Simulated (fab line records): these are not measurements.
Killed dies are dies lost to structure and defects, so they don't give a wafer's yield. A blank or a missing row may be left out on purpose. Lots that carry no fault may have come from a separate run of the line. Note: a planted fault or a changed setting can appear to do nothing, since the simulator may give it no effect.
Split-lot study / flow n5-finfet / 21 wafers read from 7 lots, route of 1938 steps

THE SPLIT
At N5_BEOL_M0_CUTY_ETCH_63 (etches SOC in N2/H2, target depth 82.7 nm, overetch 16.5 nm, time 124 s), the setting source-w was moved away from the recipe's 840 W on 7 of the 21 wafers read, by -15.2% to +17.5%. The other wafers ran this setting at the recipe's value.

The split's own step is where the reading is taken.

THE READING
rf-vpp-V, in V, at N5_BEOL_M0_CUTY_ETCH_63 (etches SOC in N2/H2, target depth 82.7 nm, overetch 16.5 nm, time 124 s). A value of 522.9 V with a standard deviation of 1.3 V is what fault-free wafers of this fab line usually give.

wafer=L079.1; tool, chamber at the split=rie-diel-02, 0; source-w as run, W=776.3; against the recipe=-7.6%; rf-vpp-V, V=534.9; against lot-mates on the recipe=+12.0
wafer=L079.3; tool, chamber at the split=rie-diel-02, 1; source-w as run, W=840; against the recipe=recipe; rf-vpp-V, V=522.9; against lot-mates on the recipe=-
wafer=L079.6; tool, chamber at the split=rie-diel-02, 3; source-w as run, W=776.3; against the recipe=-7.6%; rf-vpp-V, V=537.7; against lot-mates on the recipe=+14.8
wafer=L080.1; tool, chamber at the split=rie-diel-02, 1; source-w as run, W=959.9; against the recipe=+14.3%; rf-vpp-V, V=501.3; against lot-mates on the recipe=-19.6
wafer=L080.3; tool, chamber at the split=rie-diel-02, 2; source-w as run, W=959.9; against the recipe=+14.3%; rf-vpp-V, V=499.3; against lot-mates on the recipe=-21.6
wafer=L080.5; tool, chamber at the split=rie-diel-02, 0; source-w as run, W=840; against the recipe=recipe; rf-vpp-V, V=520.9; against lot-mates on the recipe=-
wafer=L090.2; tool, chamber at the split=rie-diel-02, 0; source-w as run, W=840; against the recipe=recipe; rf-vpp-V, V=521.6; against lot-mates on the recipe=-
wafer=L090.3; tool, chamber at the split=rie-diel-02, 1; source-w as run, W=840; against the recipe=recipe; rf-vpp-V, V=523.2; against lot-mates on the recipe=-
wafer=L090.4; tool, chamber at the split=rie-diel-02, 2; source-w as run, W=840; against the recipe=recipe; rf-vpp-V, V=524.5; against lot-mates on the recipe=-
wafer=L093.1; tool, chamber at the split=rie-diel-02, 3; source-w as run, W=840; against the recipe=recipe; rf-vpp-V, V=523.9; against lot-mates on the recipe=-
wafer=L093.2; tool, chamber at the split=rie-diel-02, 1; source-w as run, W=840; against the recipe=recipe; rf-vpp-V, V=523.6; against lot-mates on the recipe=-
wafer=L093.4; tool, chamber at the split=rie-diel-02, 2; source-w as run, W=840; against the recipe=recipe; rf-vpp-V, V=523.2; against lot-mates on the recipe=-
wafer=L095.3; tool, chamber at the split=rie-diel-01, 3; source-w as run, W=712.7; against the recipe=-15.2%; rf-vpp-V, V=553.9; against lot-mates on the recipe=+30.1
wafer=L095.5; tool, chamber at the split=rie-diel-01, 2; source-w as run, W=840; against the recipe=recipe; rf-vpp-V, V=524.9; against lot-mates on the recipe=-
wafer=L095.6; tool, chamber at the split=rie-diel-01, 0; source-w as run, W=840; against the recipe=recipe; rf-vpp-V, V=522.6; against lot-mates on the recipe=-
wafer=L096.1; tool, chamber at the split=rie-diel-02, 0; source-w as run, W=840; against the recipe=recipe; rf-vpp-V, V=520.6; against lot-mates on the recipe=-
wafer=L096.3; tool, chamber at the split=rie-diel-02, 3; source-w as run, W=840; against the recipe=recipe; rf-vpp-V, V=524.4; against lot-mates on the recipe=-
wafer=L096.5; tool, chamber at the split=rie-diel-02, 1; source-w as run, W=840; against the recipe=recipe; rf-vpp-V, V=523.2; against lot-mates on the recipe=-
wafer=L097.3; tool, chamber at the split=rie-diel-01, 2; source-w as run, W=986.9; against the recipe=+17.5%; rf-vpp-V, V=495.3; against lot-mates on the recipe=-26.1
wafer=L097.5; tool, chamber at the split=rie-diel-01, 3; source-w as run, W=986.9; against the recipe=+17.5%; rf-vpp-V, V=497.3; against lot-mates on the recipe=-24.1
wafer=L097.6; tool, chamber at the split=rie-diel-01, 0; source-w as run, W=840; against the recipe=recipe; rf-vpp-V, V=521.4; against lot-mates on the recipe=-

FIT RESULTS
A straight line over all 21 wafers: rf-vpp-V changes by -1.67 V for each +1% of source-w; r = -0.99; the points scatter about the line by 1.9 V.
The same after taking each lot's own level away (the mean of its wafers on the recipe; 21 wafers): -1.58 V for each +1%; r = -0.99; scatter 1.9 V.
On that fit, the largest move of source-w shifts the reading by 28 V.
The lots' own levels span 520.90 to 523.75 V, that is 2.2 times the standard deviation above.
The two slopes agree, so the slope changes little with the lot-to-lot level.
Check: -27 V against its lot-mates is what the line predicts for one of the wafers moved furthest among these (+17.5%) when that wafer is left out of the fit. It came out at -26.1 V against them.
Tool readings at the split's step, against how far the setting was moved: rf-vpp-V r = -0.99.

FURTHER SPLITS ON THESE WAFERS
Note: prior to the reading, these wafers also went through further splits. Each is held against what the fit with the lots' levels taken away leaves over:
other split on the same wafers=N5_MOL_CONTACT_COAG_VIA_ETCH_117 bias-w; wafers away from the commonest value=10; r with rf-vpp-V (lot level and that fit taken away)=-0.02
other split on the same wafers=N5_MOL_CONTACT_COAG_CVD_140 target-thk-a; wafers away from the commonest value=4; r with rf-vpp-V (lot level and that fit taken away)=-0.37
other split on the same wafers=N5_BEOL_M0_CUTY_EXPOSE_54 dose-mj; wafers away from the commonest value=8; r with rf-vpp-V (lot level and that fit taken away)=-0.12

FILE'S OWN FIT
rf-vpp-V changes by -1.62 V for each +1% of source-w, r = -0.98.
